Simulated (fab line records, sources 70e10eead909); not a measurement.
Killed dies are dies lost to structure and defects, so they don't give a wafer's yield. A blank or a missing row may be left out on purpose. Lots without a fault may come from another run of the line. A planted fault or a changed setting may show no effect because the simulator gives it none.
fab line records | flow nand_harc
record lots=24 wafers=72 last_day=24
route steps=1159 shown A_CONTACT@944 A_BLC@983 A_M0@1023
lots that met no fault: from a run of the same line without faults
start_h: hours from the record's first day to the start of the lot's first wafer shown | wait_h: hours since the lot's step before | " the same as in the row above | L1.1+2: a row that stands for several wafers | - no value, or no start given | * or withheld: withheld | < > ~ a bound
route shown NAME@n: a module of which the file shows steps, and the number in the route of the first | usual: mean/standard deviation of fault-free wafers | same: alike in all rows | chamber/n: place in a boat | sites: the reading at each site | _std_site: their standard deviation | _edge_site: outer sites' mean less inner sites' | radius_mm: how far each site lies from the wafer's centre | mask NAME#n: copy n | behind: the tool/chamber that last shaped the wafer | hold: why the lot was held/for how many hours/how that ended | device: the transistor (n, p or np) that didn't switch | end of line: the same wafers' tests at the end of the route | a step without rows: its recipe alone | killed: dies lost to structure and defects at the first sort, not the wafer's yield | map: a wafer's dies, x killed, . not, _ none there
set.NAME: the setting as run; set.NAME@STEP: as run at that earlier step | model.NAME: the simulator's own value behind a step, which no gauge read
steps of the route over a sample of lots; a table a step, a row a wafer
services: from which hour (start_h, from the record's first day; less than 0 if before it) a tool's chamber was out of use, for how many hours, and why
## steps
# step NHARC_A_CONTACT_ETCH_135
# recipe source_w=withheld pressure_mtorr=20 bias_v=3000 time_s=132 target_depth_a=12870 ar_flow_sccm=withheld c4f8_flow_sccm=withheld o2_flow_sccm=withheld chemistry=C4F8/O2/Ar
# columns lot.wafer tool chamber start_h wait_h rf_hours_counter_h
L078.1 har_cap_etch-01 0 395.05 0.2 60
L078.3 " 0 " " -
L078.4 " 1 " " -
L079.1 har_cap_etch-02 1 399.81 0.2 15
L079.3 " 0 " " -
L079.4 " 1 " " -
L076.2 har_cap_etch-03 0 400.05 0.2 88
L076.1 " 1 " " 88
L076.6 " 0 " " -
L075.1 har_cap_etch-02 0 403.23 0.2 16
L075.4 " 1 " " -
L075.3 " 0 " " -
L074.1 har_cap_etch-03 1 404.09 0.2 89
L074.2 " 0 " " 89
L074.5 " 1 " " -
L077.2 har_cap_etch-02 0 404.88 0.2 16
L077.3 " 0 " " -
L077.4 " 1 " " -
L080.3 har_cap_etch-02 0 418.89 0.1 -
L080.4 " 1 " " -
L080.6 " 0 " " -
L083.1 har_cap_etch-02 0 429.70 0.2 19
L083.2 " 1 " " 19
L083.6 " 1 " " -
L082.1 har_cap_etch-02 0 434.36 0.2 20
L082.2 " 1 " " 20
L082.5 " 1 " " -
L084.1 har_cap_etch-03 0 439.64 0.2 95
L084.3 " 0 " " -
L084.4 " 1 " " -
L081.2 har_cap_etch-01 1 440.33 0.2 70
L081.1 " 0 " " 70
L081.6 " 1 " " -
L085.2 har_cap_etch-01 0 449.26 0.2 70
L085.1 " 1 " " 70
L085.3 " 0 " " -
L089.2 har_cap_etch-02 0 451.10 0.2 23
L089.4 " 0 " " -
L089.6 " 1 " " -
L087.2 har_cap_etch-03 1 467.88 0.2 99
L087.4 " 1 " " -
L087.5 " 1 " " -
L086.1 har_cap_etch-03 0 470.91 0.2 100
L086.3 " 0 " " -
L086.6 " 0 " " -
L088.1 har_cap_etch-03 0 478.05 0.2 102
L088.2 " 1 " " 102
L088.5 " 1 " " -
L090.3 har_cap_etch-01 1 480.81 0.1 -
L090.6 " 0 " " -
L090.5 " 1 " " -
L091.1 har_cap_etch-02 1 488.74 0.2 30
L091.3 " 0 " " -
L091.4 " 1 " " -
L092.4 har_cap_etch-01 1 489.27 0.1 -
L092.5 " 0 " " -
L092.6 " 1 " " -
L094.1 har_cap_etch-02 1 499.99 0.2 32
L094.2 " 0 " " 32
L094.6 " 0 " " -
L093.4 har_cap_etch-01 1 500.86 0.1 -
L093.3 " 0 " " -
L093.6 " 0 " " -
L097.2 har_cap_etch-01 1 512.66 0.2 82
L097.4 " 0 " " -
L097.6 " 0 " " -
L095.1 har_cap_etch-03 1 514.90 0.2 109
L095.4 " 1 " " -
L095.6 " 1 " " -
L096.2 har_cap_etch-03 1 518.32 0.2 110
L096.3 " 1 " " -
L096.6 " 0 " " -
# step NHARC_A_CONTACT_CVD_19
# recipe target_thk_a=3000 temp_c=300 pressure_torr=40 wf6_flow_sccm=40 h2_flow_sccm=1600 ar_flow_sccm=1560 time_s=802 material=W
# usual heater_power_outer_w=271/27 heater_power_w=507/45 throttle_valve_pct=8.16/0.22
# columns lot.wafer tool chamber start_h wait_h heater_power_outer_w heater_power_w throttle_valve_pct
L078.1 cvd_w-01 0 - - 278 554 8.07
L078.3 " 0 " " 286 559 7.94
L078.4 " 1 " " 302 512 8.31
L076.1 cvd_w-02 1 - - 261 485 8.42
L076.2 " 0 " " 233 431 8.12
L076.6 " 0 " " 232 425 8.20
L079.1 cvd_w-02 0 - - 229 436 8.35
L079.4 " 0 " " 234 447 8.21
L079.3 " 1 " " 256 491 8.09
L075.1 cvd_w-01 0 - - 281 545 8.17
L075.3 " 1 " " 296 529 8.10
L075.4 " 0 " " 283 551 7.99
L074.1 cvd_w-01 1 - - 293 519 7.95
L074.2 " 0 " " 282 555 8.30
L074.5 " 1 " " 306 527 7.79
L077.2 cvd_w-01 1 - - 294 519 7.84
L077.4 " 1 " " 294 514 7.91
L077.3 " 0 " " 280 562 8.36
L080.4 cvd_w-01 1 - - 296 520 7.87
L080.3 " 0 " " 277 548 8.02
L080.6 " 1 " " 300 522 7.76
L083.2 cvd_w-01 0 - - 274 556 8.34
L083.1 " 1 " " 301 532 7.84
L083.6 " 0 " " 288 542 8.30
L082.2 cvd_w-02 1 - - 256 494 8.68
L082.1 " 0 " " 236 429 8.18
L082.5 " 1 " " 258 489 8.27
L084.1 cvd_w-01 1 - - 301 528 7.89
L084.4 " 0 " " 288 560 8.03
L084.3 " 1 " " 298 534 8.12
L081.2 cvd_w-02 0 - - 229 441 8.34
L081.1 " 1 " " 252 485 8.57
L081.6 " 0 " " 235 435 8.23
L085.1 cvd_w-02 0 - - 235 436 8.26
L085.2 " 1 " " 260 492 8.43
L085.3 " 1 " " 257 483 8.44
L089.2 cvd_w-01 0 - - 288 549 8.13
L089.4 " 0 " " 277 552 8.14
L089.6 " 0 " " 279 567 8.16
L087.2 cvd_w-01 1 - - 301 538 7.89
L087.4 " 1 " " 300 522 7.98
L087.5 " 0 " " 282 566 8.43
L086.1 cvd_w-02 1 - - 256 502 8.24
L086.3 " 0 " " 234 431 8.29
L086.6 " 0 " " 237 440 8.23
L088.1 cvd_w-02 1 - - 255 498 8.52
L088.2 " 0 " " 237 433 8.10
L088.5 " 0 " " 238 438 8.26
L090.3 cvd_w-02 0 - - 234 436 8.46
L090.6 " 1 " " 261 483 8.49
L090.5 " 0 " " 235 447 8.00
L091.1 cvd_w-02 1 - - 254 499 8.19
L091.3 " 0 " " 235 432 8.04
L091.4 " 1 " " 252 491 8.33
L092.4 cvd_w-02 1 - - 257 496 8.23
L092.6 " 1 " " 262 491 8.46
L092.5 " 0 " " 231 435 8.08
L094.2 cvd_w-01 0 - - 278 524 7.88
L094.1 " 1 " " 320 559 8.05
L094.6 " 1 " " 320 552 8.11
L093.4 cvd_w-01 1 - - 321 567 7.99
L093.3 " 0 " " 274 535 8.14
L093.6 " 0 " " 270 546 8.20
L097.2 cvd_w-02 0 - - 230 444 8.33
L097.4 " 1 " " 267 497 8.45
L097.6 " 0 " " 243 438 8.21
L095.1 cvd_w-01 0 - - 278 538 8.26
L095.4 " 0 " " 276 544 8.18
L095.6 " 0 " " 276 532 8.06
L096.2 cvd_w-01 0 - - 281 532 8.15
L096.3 " 1 " " 310 552 7.53
L096.6 " 0 " " 270 551 8.36
# step NHARC_A_CONTACT_INSPECT_23
# usual raw_defect_count=442/130
# columns lot.wafer tool chamber start_h wait_h raw_defect_count
L078.1 defect_inspect-02 - 398.69 0.1 381
L078.3 " - " " 319
L078.4 " - " " 450
L076.1 defect_inspect-02 - 403.77 0.1 847
L076.2 " - " " 683
L076.6 " - " " 563
L079.1 defect_inspect-01 - 404.51 0.1 448
L079.3 " - " " 446
L079.4 " - " " 527
L075.1 defect_inspect-02 - 410.48 0.1 341
L075.3 " - " " 353
L075.4 " - " " 445
L074.1 defect_inspect-02 - 411.67 0.1 459
L074.2 " - " " 445
L074.5 " - " " 450
L077.2 defect_inspect-02 - 412.85 0.1 469
L077.3 " - " " 564
L077.4 " - " " 771
L080.3 defect_inspect-01 - 422.70 0.1 424
L080.4 " - " " 365
L080.6 " - " " 414
L083.1 defect_inspect-02 - 433.41 0.1 393
L083.2 " - " " 421
L083.6 " - " " 862
L082.1 defect_inspect-01 - 439.63 0.1 280
L082.2 " - " " 283
L082.5 " - " " 322
L084.1 defect_inspect-02 - 445.52 0.1 300
L084.3 " - " " 394
L084.4 " - " " 395
L081.1 defect_inspect-01 - 445.99 0.1 374
L081.2 " - " " 581
L081.6 " - " " 458
L085.1 defect_inspect-01 - 457.75 0.1 504
L085.2 " - " " 417
L085.3 " - " " 394
L089.2 defect_inspect-02 - 458.22 0.1 357
L089.4 " - " " 544
L089.6 " - " " 520
L087.2 defect_inspect-01 - 474.88 0.1 318
L087.4 " - " " 388
L087.5 " - " " 409
L086.1 defect_inspect-02 - 474.91 0.1 435
L086.3 " - " " 319
L086.6 " - " " 713
L088.1 defect_inspect-02 - 488.43 0.1 373
L088.2 " - " " 440
L088.5 " - " " 356
L090.3 defect_inspect-01 - 493.52 0.1 448
L090.5 " - " " 399
L090.6 " - " " 402
L091.1 defect_inspect-01 - 494.25 0.1 382
L091.3 " - " " 338
L091.4 " - " " 296
L092.4 defect_inspect-02 - 495.99 0.1 466
L092.5 " - " " 554
L092.6 " - " " 580
L094.1 defect_inspect-02 - 505.95 0.1 413
L094.2 " - " " 672
L094.6 " - " " 606
L093.3 defect_inspect-01 - 506.70 0.1 336
L093.4 " - " " 385
L093.6 " - " " 469
L097.2 defect_inspect-02 - 516.68 0.1 301
L097.4 " - " " 403
L097.6 " - " " 350
L095.1 defect_inspect-02 - 521.76 0.1 297
L095.4 " - " " 222
L095.6 " - " " 283
L096.2 defect_inspect-02 - 525.32 0.1 600
L096.3 " - " " 360
L096.6 " - " " 291
# step NHARC_A_BLC_STRIP_21
# recipe o2_flow_sccm=500 ar_flow_sccm=0 bias_w=0 chemistry=O2
# usual drypump_motor_current_A=5.7/0.45 oes_product_au=1.004/0.01 rf_vpp_V=57.6/0.94 showerhead_plenum_p_Torr=3.49/0.16 throttle_valve_pct=17.037/0.0097
# columns lot.wafer tool chamber start_h wait_h drypump_motor_current_A oes_product_au rf_hours_counter_h rf_vpp_V showerhead_plenum_p_Torr throttle_valve_pct
L078.3 rie_diel-04 0 400.55 0.1 4.8 0.994 12 56.6 3.29 17.034
L078.1 " 1 " " 5.2 0.999 11 57.8 3.58 17.044
L078.4 " 2 " " 5.9 0.989 12 58.5 3.73 17.038
L076.1 rie_diel-02 3 405.52 0.1 5.8 1.006 8 58.0 3.71 17.044
L076.2 " 2 " " 6.2 1.008 8 57.9 3.37 17.049
L076.6 " 3 " " 5.8 0.986 - 57.3 3.71 17.030
L079.3 rie_diel-02 3 406.25 0.1 5.8 0.988 8 58.4 3.71 17.039
L079.1 " 1 " " 6.0 1.012 5 55.9 3.40 17.028
L079.4 " 2 " " 6.2 1.013 8 57.2 3.37 17.036
L075.1 rie_diel-02 1 412.52 0.1 6.0 1.009 6 56.9 3.40 17.043
L075.4 " 2 " " 6.2 1.009 9 57.1 3.37 17.027
L075.3 " 0 " " 5.6 1.013 9 57.2 3.41 17.042
L074.1 rie_diel-02 0 413.57 0.1 5.6 1.015 9 57.9 3.41 17.032
L074.2 " 2 " " 6.2 1.012 9 57.0 3.37 17.038
L074.5 " 3 " " 5.8 0.997 - 58.1 3.71 17.041
L077.4 rie_diel-02 2 414.76 0.1 6.2 1.009 9 56.9 3.37 17.046
L077.3 " 3 " " 5.8 0.993 10 58.3 3.71 17.038
L077.2 " 0 " " 5.5 1.013 9 57.8 3.41 17.037
L080.4 rie_diel-02 3 424.60 0.1 5.8 1.005 10 56.1 3.71 17.036
L080.3 " 1 " " 6.0 1.008 7 57.2 3.40 17.056
L080.6 " 3 " " 5.8 0.985 - 58.1 3.71 17.037
L083.1 rie_diel-04 1 435.29 0.1 5.2 0.995 15 58.0 3.58 17.029
L083.2 " 2 " " 5.9 0.996 18 58.8 3.72 17.063
L083.6 " 0 " " 4.8 0.999 - 56.2 3.29 17.042
L082.2 rie_diel-04 1 441.50 0.1 5.2 1.004 16 58.5 3.58 17.050
L082.1 " 2 " " 5.9 0.991 19 59.3 3.72 17.029
L082.5 " 1 " " 5.2 0.993 - 57.7 3.58 17.029
L084.3 rie_diel-04 2 447.39 0.1 5.9 0.990 20 58.1 3.72 17.025
L084.1 " 3 " " 6.0 1.014 19 58.2 3.35 17.032
L084.4 " 0 " " 4.8 0.998 17 57.8 3.29 17.037
L081.1 rie_diel-04 2 447.93 0.1 5.9 0.997 20 55.8 3.72 17.036
L081.2 " 3 " " 6.0 1.024 19 57.2 3.35 17.035
L081.6 " 2 " " 5.9 0.992 - 58.6 3.72 17.050
L085.3 rie_diel-02 0 459.50 0.1 5.6 1.014 14 56.7 3.41 17.036
L085.2 " 1 " " 6.0 1.019 11 58.1 3.40 17.013
L085.1 " 3 " " 5.8 0.996 14 57.6 3.71 17.051
L089.4 rie_diel-02 0 460.25 0.1 5.5 1.017 14 56.3 3.41 17.030
L089.2 " 1 " " 6.0 1.009 11 58.4 3.40 17.034
L089.6 " 2 " " 6.2 1.021 - 56.7 3.37 17.048
L087.2 rie_diel-02 3 476.81 0.1 5.9 1.000 16 59.4 3.71 17.031
L087.4 " 2 " " 6.2 1.008 16 57.4 3.37 17.028
L087.5 " 3 " " 5.8 0.991 - 57.2 3.71 17.036
L086.1 rie_diel-04 3 477.01 0.1 6.0 1.010 1 57.2 3.35 17.046
L086.3 " 1 " " 5.2 1.014 1 55.8 3.58 17.037
L086.6 " 0 " " 4.8 1.015 - 57.7 3.29 17.051
L088.2 rie_diel-13 3 490.29 0.1 6.4 0.986 8 57.4 3.76 17.055
L088.1 " 2 " " 6.1 0.997 9 57.4 3.59 17.035
L088.5 " 3 " " 6.4 0.993 - 58.5 3.76 17.044
L090.3 rie_diel-04 1 495.45 0.3 5.2 1.019 2 58.0 3.57 17.039
L090.5 " 1 " " 5.2 1.011 - 58.5 3.57 17.037
L090.6 " 2 " " 5.9 0.987 - 56.7 3.72 17.045
L091.3 rie_diel-04 2 496.16 0.1 5.9 0.996 3 58.6 3.72 17.022
L091.4 " 3 " " 6.0 1.007 3 60.7 3.34 17.047
L091.1 " 0 " " 4.8 1.006 2 56.6 3.29 17.027
L092.4 rie_diel-04 3 497.71 0.1 6.1 1.005 3 57.5 3.34 17.028
L092.6 " 2 " " 5.9 1.002 - 57.3 3.72 17.062
L092.5 " 3 " " 6.0 1.005 - 58.2 3.34 17.025
L094.2 rie_diel-13 0 507.78 0.1 5.0 0.999 14 57.5 3.31 17.029
L094.1 " 3 " " 6.4 0.985 13 57.8 3.76 17.037
L094.6 " 1 " " 6.2 1.006 - 57.2 3.60 17.057
L093.4 rie_diel-04 3 508.68 0.1 6.0 1.015 4 57.1 3.34 17.029
L093.3 " 2 " " 5.9 1.003 4 57.6 3.72 17.033
L093.6 " 3 " " 6.0 1.017 - 56.5 3.34 17.050
L097.2 rie_diel-02 2 518.54 0.1 6.2 0.988 0 57.5 3.37 17.030
L097.4 " 3 " " 5.8 0.981 0 60.1 3.71 17.046
L097.6 " 3 " " 5.8 0.981 - 57.9 3.71 17.022
L095.4 rie_diel-02 1 523.48 0.1 6.0 0.997 1 57.3 3.40 17.044
L095.1 " 3 " " 5.8 0.985 1 59.1 3.71 17.048
L095.6 " 1 " " 6.1 0.993 - 58.2 3.39 17.039
L096.3 rie_diel-04 1 527.07 0.1 5.2 1.013 5 57.7 3.57 17.026
L096.2 " 2 " " 5.9 1.007 5 58.9 3.72 17.039
L096.6 " 3 " " 6.0 1.019 - 57.3 3.34 17.038
# step NHARC_A_M0_INSPECT_27
# usual raw_defect_count=442/120
# columns lot.wafer tool chamber start_h wait_h raw_defect_count
L078.1 defect_inspect-01 - 406.07 0.0 349
L078.3 " - " " 509
L078.4 " - " " 360
L076.1 defect_inspect-01 - 414.30 0.0 351
L076.2 " - " " 319
L076.6 " - " " 362
L079.1 defect_inspect-02 - 415.48 0.0 609
L079.3 " - " " 583
L079.4 " - " " 836
L075.1 defect_inspect-01 - 418.08 0.0 364
L075.3 " - " " 383
L075.4 " - " " 427
L074.1 defect_inspect-02 - 425.71 0.0 307
L074.2 " - " " 507
L074.5 " - " " 472
L077.2 defect_inspect-01 - 425.80 0.0 312
L077.3 " - " " 332
L077.4 " - " " 453
L080.3 defect_inspect-01 - 433.50 0.0 421
L080.4 " - " " 355
L080.6 " - " " 417
L083.1 defect_inspect-02 - 442.90 0.0 542
L083.2 " - " " 618
L083.6 " - " " 661
L082.1 defect_inspect-02 - 448.65 0.0 500
L082.2 " - " " 497
L082.5 " - " " 509
L084.1 defect_inspect-02 - 452.77 0.0 256
L084.3 " - " " 325
L084.4 " - " " 395
L081.1 defect_inspect-02 - 453.96 0.0 288
L081.2 " - " " 642
L081.6 " - " " 269
L089.2 defect_inspect-01 - 466.61 0.0 480
L089.4 " - " " 549
L089.6 " - " " 331
L085.1 defect_inspect-01 - 466.97 0.0 408
L085.2 " - " " 448
L085.3 " - " " 319
L087.2 defect_inspect-01 - 482.45 0.0 355
L087.4 " - " " 469
L087.5 " - " " 437
L086.1 defect_inspect-01 - 491.14 0.0 383
L086.3 " - " " 364
L086.6 " - " " 393
L088.1 defect_inspect-01 - 498.24 0.0 470
L088.2 " - " " 354
L088.5 " - " " 395
L090.3 defect_inspect-02 - 501.09 0.0 327
L090.5 " - " " 304
L090.6 " - " " 307
L091.1 defect_inspect-02 - 504.53 0.0 589
L091.3 " - " " 573
L091.4 " - " " 578
L092.4 defect_inspect-01 - 507.28 0.0 269
L092.5 " - " " 394
L092.6 " - " " 343
L094.1 defect_inspect-01 - 513.50 0.0 343
L094.2 " - " " 394
L094.6 " - " " 432
L093.3 defect_inspect-02 - 514.12 0.0 397
L093.4 " - " " 817
L093.6 " - " " 463
L097.2 defect_inspect-01 - 525.59 0.0 438
L097.4 " - " " 508
L097.6 " - " " 354
L095.1 defect_inspect-01 - 529.68 0.0 430
L095.4 " - " " 380
L095.6 " - " " 463
L096.2 defect_inspect-02 - 532.60 0.0 489
L096.3 " - " " 423
L096.6 " - " " 447
# step NHARC_A_M0_PRE_CLEAN_31
# recipe time_s=12 temp_c=370 rf_power_w=300 gas=NH3
# usual heater_power_outer_w=349/55 heater_power_w=599/81
# columns lot.wafer tool chamber start_h wait_h heater_power_outer_w heater_power_w
L078.1 pecvd-04 1 406.14 0.1 334 560
L078.3 " 0 " " 416 697
L078.4 " 1 " " 335 561
L076.2 pecvd-04 0 414.62 0.3 400 653
L076.1 " 1 " " 315 523
L076.6 " 0 " " 407 665
L079.1 pecvd-04 0 415.55 0.1 383 649
L079.3 " 1 " " 294 507
L079.4 " 2 " " 373 662
L075.3 pecvd-04 2 418.16 0.1 353 626
L075.1 " 0 " " 354 588
L075.4 " 1 " " 305 517
L074.1 pecvd-03 0 425.78 0.1 310 540
L074.2 " 1 " " 356 647
L074.5 " 2 " " 374 598
L077.3 pecvd-04 2 426.00 0.2 387 673
L077.2 " 0 " " 409 691
L077.4 " 2 " " 391 674
L080.3 pecvd-03 0 433.63 0.1 308 530
L080.6 " 2 " " 364 607
L080.4 " 0 " " 316 526
L083.1 pecvd-01 2 442.99 0.1 261 473
L083.2 " 0 " " 456 734
L083.6 " 2 " " 263 481
L082.2 pecvd-04 2 448.73 0.1 309 582
L082.1 " 0 " " 369 636
L082.5 " 0 " " 369 624
L084.3 pecvd-01 0 452.84 0.1 426 716
L084.1 " 2 " " 317 538
L084.4 " 0 " " 424 729
L081.1 pecvd-04 2 454.04 0.1 337 627
L081.2 " 0 " " 391 640
L081.6 " 0 " " 382 647
L089.2 pecvd-01 2 466.68 0.1 262 486
L089.4 " 2 " " 263 484
L089.6 " 1 " " 389 660
L085.1 pecvd-03 0 467.03 0.1 292 515
L085.2 " 1 " " 302 560
L085.3 " 2 " " 358 579
L087.2 pecvd-01 2 482.54 0.1 271 499
L087.5 " 0 " " 375 643
L087.4 " 2 " " 275 500
L086.3 pecvd-01 0 491.21 0.1 457 744
L086.1 " 2 " " 306 528
L086.6 " 0 " " 439 737
L088.2 pecvd-04 2 498.32 0.1 393 676
L088.1 " 0 " " 409 687
L088.5 " 0 " " 405 678
L090.3 pecvd-01 0 501.17 0.1 442 745
L090.6 " 2 " " 275 499
L090.5 " 1 " " 442 748
L091.3 pecvd-04 0 504.59 0.1 371 638
L091.1 " 1 " " 288 493
L091.4 " 0 " " 374 622
L092.5 pecvd-04 2 507.39 0.1 370 659
L092.4 " 0 " " 430 690
L092.6 " 1 " " 267 455
L094.2 pecvd-03 1 513.58 0.1 330 596
L094.1 " 2 " " 285 488
L094.6 " 2 " " 282 507
L093.3 pecvd-03 2 514.21 0.1 314 549
L093.6 " 1 " " 321 583
L093.4 " 2 " " 318 555
L097.2 pecvd-03 1 525.66 0.1 290 542
L097.4 " 1 " " 283 544
L097.6 " 0 " " 294 511
L095.1 pecvd-01 2 529.79 0.1 253 468
L095.4 " 1 " " 438 694
L095.6 " 0 " " 388 639
L096.2 pecvd-03 1 532.67 0.1 285 551
L096.3 " 2 " " 330 552
L096.6 " 2 " " 334 563
## services
# columns tool chamber start_h hours kind
rie_diel-04 0 371.40 - clean
rie_diel-04 1 371.40 - clean
pecvd-04 - 376.00 13.0 pm
cvd_w-02 - 378.19 13.0 pm
rie_diel-13 2 385.36 7.5 repair
rie_diel-13 - 403.61 1.7 repair
rie_diel-04 1 407.88 12.2 repair
pecvd-01 - 418.11 13.0 pm
rie_diel-04 0 420.39 6.2 repair
rie_diel-13 2 440.58 13.4 repair
rie_diel-13 - 440.80 0.2 repair
rie_diel-13 - 453.63 9.0 pm
rie_diel-02 - 455.70 0.8 repair
rie_diel-04 - 465.90 9.0 pm
pecvd-03 - 473.29 13.0 pm
cvd_w-01 - 475.58 13.0 pm
cvd_w-01 0 475.58 13.0 vent_cycle
cvd_w-01 1 475.58 13.0 vent_cycle
pecvd-03 1 487.58 21.5 repair
cvd_w-01 0 488.58 - clean
cvd_w-01 1 488.58 - clean
har_cap_etch-01 - 504.48 0.3 repair
rie_diel-02 - 504.89 9.0 pm
pecvd-04 1 522.59 5.7 repair
## key
fault none
